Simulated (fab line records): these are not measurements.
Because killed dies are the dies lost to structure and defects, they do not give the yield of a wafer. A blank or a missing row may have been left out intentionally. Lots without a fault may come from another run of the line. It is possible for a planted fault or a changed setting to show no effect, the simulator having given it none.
The tool behind it: which one? :: flow nandHarc :: 20 lots with 60 wafers sampled at 3 steps, on a route of 1159 steps

## WHAT THE GAUGES READ, wafer by wafer
NHARC_P_ZERO_WELL_CD_MEAS_37 targets a cd of 720 nm. Usual: 719.4 nm for cdNm, sd 1.7.
lot: L074
measured: day 1 16:08
on: cdSem-01
cdNm (nm): 718.4 720.6 723.7
flag: 

lot: L076
measured: day 2 04:41
on: cdSem-01
cdNm (nm): 718.6 721.3 720.5
flag: 

lot: L077
measured: day 2 10:05
on: cdSem-03
cdNm (nm): 720.1 719.1 723.0
flag: 

lot: L078
measured: day 2 16:06
on: cdSem-03
cdNm (nm): 720.1 720.0 718.7
flag: 

lot: L079
measured: day 2 22:07
on: cdSem-03
cdNm (nm): 722.1 719.6 718.1
flag: 

lot: L080
measured: day 3 04:10
on: cdSem-03
cdNm (nm): 717.6 719.5 718.2
flag: 

lot: L081
measured: day 3 10:15
on: cdSem-03
cdNm (nm): 721.0 718.5 718.7
flag: 

lot: L082
measured: day 3 16:16
on: cdSem-01
cdNm (nm): 717.6 720.4 718.2
flag: 

lot: L083
measured: day 3 21:59
on: cdSem-02
cdNm (nm): 718.1 717.8 720.1
flag: 

lot: L084
measured: day 4 04:00
on: cdSem-02
cdNm (nm): 716.0 721.2 718.2
flag: 

lot: L085
measured: day 4 10:14
on: cdSem-01
cdNm (nm): 720.5 719.8 718.8
flag: 

lot: L086
measured: day 4 16:07
on: cdSem-01
cdNm (nm): 720.5 718.9 717.6
flag: 

lot: L087
measured: day 4 22:15
on: cdSem-03
cdNm (nm): 722.1 720.0 718.4
flag: 

lot: L089
measured: day 5 10:16
on: cdSem-01
cdNm (nm): 718.1 719.1 719.0
flag: 

lot: L091
measured: day 5 22:19
on: cdSem-01
cdNm (nm): 719.0 720.4 719.1
flag: 

lot: L092
measured: day 6 04:07
on: cdSem-03
cdNm (nm): 718.9 720.2 720.0
flag: 

lot: L093
measured: day 6 10:05
on: cdSem-02
cdNm (nm): 720.7 717.2 720.8
flag: 

lot: L094
measured: day 6 16:14
on: cdSem-02
cdNm (nm): 717.4 721.0 716.7
flag: 

lot: L095
measured: day 6 22:25
on: cdSem-02
cdNm (nm): 722.2 719.7 718.0
flag: 

lot: L096
measured: day 7 04:08
on: cdSem-01
cdNm (nm): 719.0 722.0 718.3
flag: 

NHARC_P_ZERO_WELL_INSPECT_43. Usual: 13 for rawDefectCount, sd 5.9.
lot: L074
measured: day 1 19:38
on: defectInspect-01
rawDefectCount: 14 9 5
flag: 

lot: L076
measured: day 2 08:08
on: defectInspect-01
rawDefectCount: 19 12 10
flag: 

lot: L077
measured: day 2 13:24
on: defectInspect-01
rawDefectCount: 9 9 6
flag: 

lot: L078
measured: day 2 19:50
on: defectInspect-01
rawDefectCount: 7 12 15
flag: 

lot: L079
measured: day 3 01:29
on: defectInspect-02
rawDefectCount: 9 12 12
flag: 

lot: L080
measured: day 3 07:40
on: defectInspect-02
rawDefectCount: 13 4 22
flag: 

lot: L081
measured: day 3 13:35
on: defectInspect-02
rawDefectCount: 11 24 10
flag: 

lot: L082
measured: day 3 19:46
on: defectInspect-02
rawDefectCount: 20 4 11
flag: 

lot: L083
measured: day 4 01:19
on: defectInspect-01
rawDefectCount: 13 19 14
flag: 

lot: L084
measured: day 4 07:31
on: defectInspect-02
rawDefectCount: 14 16 16
flag: 

lot: L085
measured: day 4 13:42
on: defectInspect-01
rawDefectCount: 12 12 14
flag: 

lot: L086
measured: day 4 19:34
on: defectInspect-01
rawDefectCount: 12 7 15
flag: 

lot: L087
measured: day 5 01:46
on: defectInspect-02
rawDefectCount: 30 19 17
flag: 

lot: L089
measured: day 5 13:43
on: defectInspect-02
rawDefectCount: 18 31 14
flag: 

lot: L091
measured: day 6 01:48
on: defectInspect-02
rawDefectCount: 11 15 32
flag: 

lot: L092
measured: day 6 07:28
on: defectInspect-02
rawDefectCount: 15 15 21
flag: 

lot: L093
measured: day 6 13:27
on: defectInspect-02
rawDefectCount: 4 5 11
flag: 

lot: L094
measured: day 6 19:46
on: defectInspect-01
rawDefectCount: 9 16 4
flag: 

lot: L095
measured: day 7 02:02
on: defectInspect-01
rawDefectCount: 12 16 23
flag: 

lot: L096
measured: day 7 07:40
on: defectInspect-01
rawDefectCount: 16 11 17
flag: 

## EACH LOT AND THE TOOL THAT RAN IT (in order: tool; ch and the chambers of the sampled wafers; start)
lot: L074
NHARC_P_ZERO_WELL_DESCUM_26: rieDiel-07 ch 0,1,2, day 1 14:47

lot: L076
NHARC_P_ZERO_WELL_DESCUM_26: rieDiel-07 ch 2,3, day 2 03:12

lot: L077
NHARC_P_ZERO_WELL_DESCUM_26: rieDiel-11 ch 0,1,2, day 2 08:38

lot: L078
NHARC_P_ZERO_WELL_DESCUM_26: rieDiel-11 ch 0,2,3, day 2 14:38

lot: L079
NHARC_P_ZERO_WELL_DESCUM_26: rieDiel-07 ch 0,3, day 2 20:44

lot: L080
NHARC_P_ZERO_WELL_DESCUM_26: rieDiel-11 ch 0,1,3, day 3 02:48

lot: L081
NHARC_P_ZERO_WELL_DESCUM_26: rieDiel-01 ch 2,3, day 3 08:45

lot: L082
NHARC_P_ZERO_WELL_DESCUM_26: rieDiel-01 ch 2,3, day 3 14:47

lot: L083
NHARC_P_ZERO_WELL_DESCUM_26: rieDiel-01 ch 1,2,3, day 3 20:31

lot: L084
NHARC_P_ZERO_WELL_DESCUM_26: rieDiel-11 ch 0,3, day 4 02:38

lot: L085
NHARC_P_ZERO_WELL_DESCUM_26: rieDiel-07 ch 0,2,3, day 4 08:46

lot: L086
NHARC_P_ZERO_WELL_DESCUM_26: rieDiel-11 ch 1,2,3, day 4 14:38

lot: L087
NHARC_P_ZERO_WELL_DESCUM_26: rieDiel-01 ch 0,2, day 4 20:47

lot: L089
NHARC_P_ZERO_WELL_DESCUM_26: rieDiel-07 ch 0,1,3, day 5 08:47

lot: L091
NHARC_P_ZERO_WELL_DESCUM_26: rieDiel-11 ch 0,1, day 5 20:49

lot: L092
NHARC_P_ZERO_WELL_DESCUM_26: rieDiel-11 ch 1,2,3, day 6 02:46

lot: L093
NHARC_P_ZERO_WELL_DESCUM_26: rieDiel-11 ch 1,2,3, day 6 08:44

lot: L094
NHARC_P_ZERO_WELL_DESCUM_26: rieDiel-11 ch 0,1,2, day 6 14:46

lot: L095
NHARC_P_ZERO_WELL_DESCUM_26: rieDiel-07 ch 0,2, day 6 20:57

lot: L096
NHARC_P_ZERO_WELL_DESCUM_26: rieDiel-07 ch 1,2, day 7 02:38
- NHARC_P_ZERO_WELL_DESCUM_26: chemistry O2, time 3 s.

## WHAT THE TOOLS THEMSELVES READ (means of the sampled wafers that have a number; where no wafer has one, the mark that the record gives instead)
NHARC_P_ZERO_WELL_DESCUM_26. Usual: drypumpMotorCurrentA 5.9 A, standard deviation 0.38; mfcArSccm 0.014 sccm, standard deviation 0.013; o2FlowSccm 199.9 sccm, standard deviation 0.58; oesProductAu 0.998 a.u., standard deviation 0.0093; rfVppV 58.1 V, standard deviation 0.88; showerheadPlenumPTorr 1.96 Torr, standard deviation 0.056; throttleValvePct 11.310 %, standard deviation 0.01.
lot: L074
tool: rieDiel-07
drypumpMotorCurrentA (A): 5.4
mfcArSccm (sccm): 0.008
o2FlowSccm (sccm): 199.8
oesProductAu (a.u.): 0.990
rfVppV (V): 57.9
showerheadPlenumPTorr (Torr): 1.99
throttleValvePct (%): 11.293
flag: 

lot: L076
tool: rieDiel-07
drypumpMotorCurrentA (A): 6.1
mfcArSccm (sccm): 0.011
o2FlowSccm (sccm): 200.0
oesProductAu (a.u.): 1.004
rfVppV (V): 58.5
showerheadPlenumPTorr (Torr): 1.93
throttleValvePct (%): 11.309
flag: 

lot: L077
tool: rieDiel-11
drypumpMotorCurrentA (A): 6.2
mfcArSccm (sccm): 0.025
o2FlowSccm (sccm): 200.1
oesProductAu (a.u.): 0.993
rfVppV (V): 58.5
showerheadPlenumPTorr (Torr): 1.94
throttleValvePct (%): 11.306
flag: 

lot: L078
tool: rieDiel-11
drypumpMotorCurrentA (A): 6.1
mfcArSccm (sccm): 0.027
o2FlowSccm (sccm): 199.5
oesProductAu (a.u.): 0.995
rfVppV (V): 58.4
showerheadPlenumPTorr (Torr): 1.95
throttleValvePct (%): 11.317
flag: 

lot: L079
tool: rieDiel-07
drypumpMotorCurrentA (A): 5.7
mfcArSccm (sccm): 0.002
o2FlowSccm (sccm): 199.8
oesProductAu (a.u.): 1.001
rfVppV (V): 57.6
showerheadPlenumPTorr (Torr): 1.94
throttleValvePct (%): 11.301
flag: 

lot: L080
tool: rieDiel-11
drypumpMotorCurrentA (A): 6.0
mfcArSccm (sccm): 0.028
o2FlowSccm (sccm): 199.8
oesProductAu (a.u.): 0.985
rfVppV (V): 58.3
showerheadPlenumPTorr (Torr): 1.96
throttleValvePct (%): 11.302
flag: 

lot: L081
tool: rieDiel-01
drypumpMotorCurrentA (A): 5.7
mfcArSccm (sccm): 0.014
o2FlowSccm (sccm): 199.8
oesProductAu (a.u.): 1.010
rfVppV (V): 58.3
showerheadPlenumPTorr (Torr): 1.97
throttleValvePct (%): 11.307
flag: 

lot: L082
tool: rieDiel-01
drypumpMotorCurrentA (A): 5.8
mfcArSccm (sccm): 0.009
o2FlowSccm (sccm): 199.7
oesProductAu (a.u.): 1.003
rfVppV (V): 58.9
showerheadPlenumPTorr (Torr): 1.98
throttleValvePct (%): 11.304
flag: 

lot: L083
tool: rieDiel-01
drypumpMotorCurrentA (A): 5.9
mfcArSccm (sccm): 0.009
o2FlowSccm (sccm): 199.4
oesProductAu (a.u.): 1.012
rfVppV (V): 58.6
showerheadPlenumPTorr (Torr): 2.00
throttleValvePct (%): 11.311
flag: 

lot: L084
tool: rieDiel-11
drypumpMotorCurrentA (A): 5.9
mfcArSccm (sccm): 0.031
o2FlowSccm (sccm): 200.1
oesProductAu (a.u.): 0.990
rfVppV (V): 58.0
showerheadPlenumPTorr (Torr): 1.97
throttleValvePct (%): 11.313
flag: 

lot: L085
tool: rieDiel-07
drypumpMotorCurrentA (A): 5.8
mfcArSccm (sccm): 0.010
o2FlowSccm (sccm): 199.8
oesProductAu (a.u.): 0.990
rfVppV (V): 58.6
showerheadPlenumPTorr (Torr): 1.94
throttleValvePct (%): 11.320
flag: 

lot: L086
tool: rieDiel-11
drypumpMotorCurrentA (A): 6.2
mfcArSccm (sccm): 0.019
o2FlowSccm (sccm): 199.9
oesProductAu (a.u.): 0.996
rfVppV (V): 58.5
showerheadPlenumPTorr (Torr): 1.94
throttleValvePct (%): 11.311
flag: 

lot: L087
tool: rieDiel-01
drypumpMotorCurrentA (A): 6.0
mfcArSccm (sccm): 0.003
o2FlowSccm (sccm): 199.8
oesProductAu (a.u.): 0.999
rfVppV (V): 57.0
showerheadPlenumPTorr (Torr): 1.94
throttleValvePct (%): 11.305
flag: 

lot: L089
tool: rieDiel-07
drypumpMotorCurrentA (A): 5.6
mfcArSccm (sccm): 0.002
o2FlowSccm (sccm): 199.8
oesProductAu (a.u.): 0.996
rfVppV (V): 57.5
showerheadPlenumPTorr (Torr): 1.97
throttleValvePct (%): 11.302
flag: 

lot: L091
tool: rieDiel-11
drypumpMotorCurrentA (A): 6.0
mfcArSccm (sccm): 0.034
o2FlowSccm (sccm): 200.2
oesProductAu (a.u.): 0.987
rfVppV (V): 57.6
showerheadPlenumPTorr (Torr): 1.97
throttleValvePct (%): 11.310
flag: 

lot: L092
tool: rieDiel-11
drypumpMotorCurrentA (A): 6.1
mfcArSccm (sccm): 0.019
o2FlowSccm (sccm): 199.6
oesProductAu (a.u.): 0.995
rfVppV (V): 57.8
showerheadPlenumPTorr (Torr): 1.94
throttleValvePct (%): 11.307
flag: 

lot: L093
tool: rieDiel-11
drypumpMotorCurrentA (A): 6.1
mfcArSccm (sccm): 0.019
o2FlowSccm (sccm): 200.1
oesProductAu (a.u.): 0.998
rfVppV (V): 58.4
showerheadPlenumPTorr (Torr): 1.94
throttleValvePct (%): 11.303
flag: 

lot: L094
tool: rieDiel-11
drypumpMotorCurrentA (A): 6.2
mfcArSccm (sccm): 0.025
o2FlowSccm (sccm): 200.4
oesProductAu (a.u.): 0.989
rfVppV (V): 58.6
showerheadPlenumPTorr (Torr): 1.94
throttleValvePct (%): 11.312
flag: 

lot: L095
tool: rieDiel-07
drypumpMotorCurrentA (A): 5.5
mfcArSccm (sccm): 0.016
o2FlowSccm (sccm): 199.5
oesProductAu (a.u.): 1.008
rfVppV (V): 57.8
showerheadPlenumPTorr (Torr): 1.95
throttleValvePct (%): 11.304
flag: 

lot: L096
tool: rieDiel-07
drypumpMotorCurrentA (A): 5.5
mfcArSccm (sccm): 0.016
o2FlowSccm (sccm): 200.5
oesProductAu (a.u.): 1.004
rfVppV (V): 59.0
showerheadPlenumPTorr (Torr): 1.99
throttleValvePct (%): 11.317
flag: 

## THE ANSWER, worked out from the rows above alone
Rule: a lot counts as off when the mean over its wafers that have a number is more than 3 standard deviations away from the usual mean. Also off: a lot with no number at a reading for which 4 or more lots have one. Any other lot the step has rows for is counted as sound. First the gauges in route order, then the tools' own readings, where a lot's mean is used as printed above. At the first step where some lot is off, the reading lying furthest off is the one used; lots without a number count as furthest.
Across all readings shown, no lot is off: no conclusion can be drawn from this.

## WHAT THE SIMULATOR HAD PUT IN
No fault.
